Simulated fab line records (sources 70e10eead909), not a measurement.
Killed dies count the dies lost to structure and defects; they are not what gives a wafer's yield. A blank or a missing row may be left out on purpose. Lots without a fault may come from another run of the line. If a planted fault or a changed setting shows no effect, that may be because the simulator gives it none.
Chamber matching || flow nandHarc || cmp-04 running NHARC_P_CONTACT_CMP_24: 4 sister chambers
The step polishes, t overpolish 30 s, target thk 200 nm. 14 wafers are shown with their chamber, then 7 later ones without.

WAFERS WITH THEIR CHAMBER
{"wafer": "L074.4", "chamber": 2, "motorCurrentA (A)": 13.1, "timeToEndpointS (s)": 41.9, "overpolishRunS (s)": 29.995}
{"wafer": "L074.5", "chamber": 3, "motorCurrentA (A)": 11.9, "timeToEndpointS (s)": 42.7, "overpolishRunS (s)": 29.997}
{"wafer": "L074.6", "chamber": 0, "motorCurrentA (A)": 13.3, "timeToEndpointS (s)": 44.3, "overpolishRunS (s)": 29.993}
{"wafer": "L079.2", "chamber": 2, "motorCurrentA (A)": 13.7, "timeToEndpointS (s)": 39.7, "overpolishRunS (s)": 30.000}
{"wafer": "L079.4", "chamber": 3, "motorCurrentA (A)": 11.4, "timeToEndpointS (s)": 38.9, "overpolishRunS (s)": 29.992}
{"wafer": "L079.5", "chamber": 1, "motorCurrentA (A)": 10.9, "timeToEndpointS (s)": 39.1, "overpolishRunS (s)": 29.990}
{"wafer": "L091.1", "chamber": 0, "motorCurrentA (A)": 14.5, "timeToEndpointS (s)": 37.7, "overpolishRunS (s)": 29.999}
{"wafer": "L091.2", "chamber": 1, "motorCurrentA (A)": 11.0, "timeToEndpointS (s)": 38.7, "overpolishRunS (s)": 30.014}
{"wafer": "L091.4", "chamber": 2, "motorCurrentA (A)": 13.8, "timeToEndpointS (s)": 39.5, "overpolishRunS (s)": 29.993}
{"wafer": "L092.1", "chamber": 3, "motorCurrentA (A)": 12.0, "timeToEndpointS (s)": 39.4, "overpolishRunS (s)": 29.986}
{"wafer": "L092.3", "chamber": 1, "motorCurrentA (A)": 11.2, "timeToEndpointS (s)": 37.9, "overpolishRunS (s)": 29.992}
{"wafer": "L092.5", "chamber": 2, "motorCurrentA (A)": 13.9, "timeToEndpointS (s)": 39.2, "overpolishRunS (s)": 30.006}
{"wafer": "L094.1", "chamber": 0, "motorCurrentA (A)": 12.2, "timeToEndpointS (s)": 42.0, "overpolishRunS (s)": 29.990}
{"wafer": "L094.2", "chamber": 2, "motorCurrentA (A)": 13.0, "timeToEndpointS (s)": 39.7, "overpolishRunS (s)": 29.990}

SIGNATURES (averages over the wafers above)
{"reading": "motorCurrentA", "chamber 0": 13.333, "chamber 1": 11.033, "chamber 2": 13.500, "chamber 3": 11.767, "scatter within a chamber": 0.6}
{"reading": "timeToEndpointS", "chamber 0": 41.333, "chamber 1": 38.567, "chamber 2": 40.000, "chamber 3": 40.333, "scatter within a chamber": 1.91}
{"reading": "overpolishRunS", "chamber 0": 29.99400, "chamber 1": 29.99867, "chamber 2": 29.99680, "chamber 3": 29.99167, "scatter within a chamber": 0.00785}
Rule: a wafer lies at a distance from a chamber equal to the root of the sum of squares, over the readings, of (its reading less the chamber's mean, divided by the reading's scatter). If the next closest chamber is less than 2 further off than the closest, the wafer can't be placed; otherwise it belongs to the closest. The scatter: take each reading less its chamber's mean, square it, sum over the shown wafers, divide by the number of wafers less the number of chambers, and take the root.

WAFERS WHOSE CHAMBER IS MISSING
{"wafer": "L094.3", "motorCurrentA (A)": 12.1, "timeToEndpointS (s)": 41.6, "overpolishRunS (s)": 29.994}
{"wafer": "L095.1", "motorCurrentA (A)": 10.9, "timeToEndpointS (s)": 39.8, "overpolishRunS (s)": 30.004}
{"wafer": "L095.4", "motorCurrentA (A)": 13.4, "timeToEndpointS (s)": 40.2, "overpolishRunS (s)": 30.003}
{"wafer": "L095.6", "motorCurrentA (A)": 11.3, "timeToEndpointS (s)": 40.0, "overpolishRunS (s)": 29.994}
{"wafer": "L097.2", "motorCurrentA (A)": 13.6, "timeToEndpointS (s)": 35.0, "overpolishRunS (s)": 30.000}
{"wafer": "L097.3", "motorCurrentA (A)": 10.7, "timeToEndpointS (s)": 33.4, "overpolishRunS (s)": 29.997}
{"wafer": "L097.5", "motorCurrentA (A)": 14.5, "timeToEndpointS (s)": 35.2, "overpolishRunS (s)": 29.982}

EACH ONE'S CHAMBER
{"wafer": "L094.3", "from the rows above": "can't be placed: 3 or 0 or 1 or 2", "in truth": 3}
{"wafer": "L095.1", "from the rows above": "can't be placed: 1 or 3", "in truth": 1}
{"wafer": "L095.4", "from the rows above": "can't be placed: 2 or 0", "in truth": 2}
{"wafer": "L095.6", "from the rows above": "can't be placed: 3 or 1", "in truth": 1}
{"wafer": "L097.2", "from the rows above": "can't be placed: 2 or 0 or 3", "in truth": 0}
{"wafer": "L097.3", "from the rows above": "can't be placed: 1 or 3", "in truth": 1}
{"wafer": "L097.5", "from the rows above": "can't be placed: 2 or 0 or 3", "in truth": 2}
Correctly placed: 0 of 7. Not placeable from these rows: 7 (in 7, the candidates include the true chamber). Number placed wrongly: 0.
